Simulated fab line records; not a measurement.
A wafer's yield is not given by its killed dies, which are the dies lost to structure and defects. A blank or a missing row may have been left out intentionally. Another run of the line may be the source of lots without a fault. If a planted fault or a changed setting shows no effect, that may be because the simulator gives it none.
Matching of chambers -- flow n5Finfet -- N5_BEOL_M4_VIA_ETCH_34 on rieDiel-04 has 4 sister chambers
The step etches the open film in C4F6/O2, target depth 69.4 nm, time 65.9 s. 4 wafers are shown with their chamber, then 12 later ones without.

## WAFERS PAIRED WITH THEIR CHAMBERS
wafer,chamber,showerheadPlenumPTorr (Torr)
L084.6,0,2.91
L089.1,2,2.81
L090.4,3,2.81
L090.6,1,2.91

## WAFERS MISSING THEIR CHAMBER
wafer,showerheadPlenumPTorr (Torr)
L093.3,2.90
L093.4,2.81
L093.6,2.90
L097.2,2.80
L097.3,2.90
L097.6,2.90
L094.1,2.80
L094.4,2.90
L094.6,2.81
L096.3,2.80
L096.4,2.81
L096.6,2.90

## WHICH CHAMBER EACH WENT THROUGH
wafer,from the rows above,in truth
L093.3,can't be placed: 0 or 1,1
L093.4,can't be placed: 2 or 3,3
L093.6,can't be placed: 0 or 1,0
L097.2,can't be placed: 2 or 3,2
L097.3,can't be placed: 0 or 1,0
L097.6,can't be placed: 0 or 1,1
L094.1,can't be placed: 2 or 3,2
L094.4,can't be placed: 0 or 1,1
L094.6,can't be placed: 2 or 3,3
L096.3,can't be placed: 2 or 3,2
L096.4,can't be placed: 2 or 3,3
L096.6,can't be placed: 0 or 1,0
Placed correctly: 0 of 12. From these rows, 12 cannot be placed; in 12 the true chamber is one of the candidates. Wrongly placed: 0.
How it was worked out, from the rows above alone: a wafer's distance from a chamber is the root of the sum, over the readings, of the square of ((its reading less the chamber's mean) divided by the reading's scatter). If the next closest chamber is less than 2 further off than the closest, the wafer can't be placed; otherwise it belongs to the closest. The mean given for a chamber averages the wafers shown for that chamber. The scatter (one wafer shown for each chamber): square how far every hidden wafer sits from the nearest shown wafer, average those squares and take the square root.
